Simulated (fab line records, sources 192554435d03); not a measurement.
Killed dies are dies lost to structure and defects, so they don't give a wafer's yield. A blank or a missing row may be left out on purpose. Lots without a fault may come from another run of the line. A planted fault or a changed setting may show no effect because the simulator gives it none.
Split-lot experiment | flow n5_finfet | 7 lots, 21 wafers read, on a route of 1938 steps

THE SPLIT
At N5_BEOL_M7_TRENCH_ETCH_37 (etches SiCOH lowk in C4F6/O2, target depth 93.478 nm, time 31.2 s), the setting bias_w was moved away from the recipe's 185 W on 9 of the 21 wafers read, by -14.3% to +16.9%. The other wafers ran this setting at the recipe's value.

The reading is taken at the split's own step.

THE READING
rf_vpp_V, in V, at N5_BEOL_M7_TRENCH_ETCH_37 (etches SiCOH lowk in C4F6/O2, target depth 93.478 nm, time 31.2 s). Fault-free wafers of this fab line usually give 670 V, standard deviation 11 V.

wafer  | tool, chamber at the split | bias_w as run, W | against the recipe | rf_vpp_V, V | against lot-mates on the recipe
L077.1 | rie_diel-02, 3             | 173.1            | -6.4%              | 634         | -41
L077.5 | rie_diel-02, 0             | 185              | recipe             | 675         | -
L077.6 | rie_diel-02, 1             | 173.1            | -6.4%              | 638         | -37
L084.2 | rie_diel-04, 2             | 185              | recipe             | 687         | -
L084.5 | rie_diel-04, 0             | 185              | recipe             | 672         | -
L084.6 | rie_diel-04, 2             | 168.9            | -8.7%              | 639         | -40
L086.2 | rie_diel-05, 1             | 185              | recipe             | 666         | -
L086.5 | rie_diel-05, 3             | 185              | recipe             | 666         | -
L086.6 | rie_diel-05, 0             | 185              | recipe             | 697         | -
L087.1 | rie_diel-05, 3             | 175.1            | -5.4%              | 639         | -17
L087.3 | rie_diel-05, 0             | 175.1            | -5.4%              | 666         | +10
L087.4 | rie_diel-05, 2             | 185              | recipe             | 656         | -
L090.1 | rie_diel-05, 1             | 185              | recipe             | 666         | -
L090.3 | rie_diel-05, 0             | 158.6            | -14.3%             | 617         | -49
L090.4 | rie_diel-05, 2             | 158.6            | -14.3%             | 580         | -86
L094.2 | rie_diel-05, 1             | 216.2            | +16.9%             | 753         | +92
L094.4 | rie_diel-05, 2             | 185              | recipe             | 656         | -
L094.5 | rie_diel-05, 3             | 185              | recipe             | 666         | -
L096.2 | rie_diel-02, 3             | 185              | recipe             | 667         | -
L096.5 | rie_diel-02, 0             | 200.6            | +8.4%              | 718         | +48
L096.6 | rie_diel-02, 1             | 185              | recipe             | 673         | -

THE FIT
A straight line over all 21 wafers: rf_vpp_V changes by +4.9 V for each +1% of bias_w; r = +0.94; the points scatter about the line by 12 V.
The same after taking each lot's own level away (the mean of its wafers on the recipe; 21 wafers): +4.98 V for each +1%; r = +0.94; scatter 13 V.
On that fit, the largest move of bias_w shifts the reading by 84 V.
The lots' own levels span 656.0 to 679.5 V, that is 2.1 times the standard deviation above.
So the lot-to-lot level changes the slope little: the two slopes agree.
Check: with one of the wafers moved furthest among these (+16.9%) left out of the fit, the line predicts +82.6 V for it against its lot-mates. It came out at +92 V against them.
Tool readings at the split's step, against how far the setting was moved: rf_vpp_V r = +0.94.

OTHER SPLITS ON THESE WAFERS
These wafers also went through other splits before the reading. Each is held against what the fit with the lots' levels taken away leaves over:
other split on the same wafers     | wafers away from the commonest value | r with rf_vpp_V (lot level and that fit taken away)
N5_BEOL_M1_EXPOSE_08 dose_mj       | 7                                    | +0.05
N5_BEOL_M3_ETCH_70 time_s          | 9                                    | -0.31
N5_BEOL_M4_TRENCH_ETCH_37 source_w | 8                                    | -0.47
N5_BEOL_M5_COAT_71 spin_rpm        | 8                                    | -0.05
N5_BEOL_M6_COAT_63 spin_rpm        | 5                                    | +0.07
N5_BEOL_M6_COAT_22 spin_rpm        | 6                                    | +0.00
N5_BEOL_M7_COAT_71 spin_rpm        | 7                                    | +0.13
N5_BEOL_M7_COAT_22 spin_rpm        | 8                                    | -0.33

THE FILE'S OWN FIT
rf_vpp_V changes by +5.05 V for each +1% of bias_w, r = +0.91.
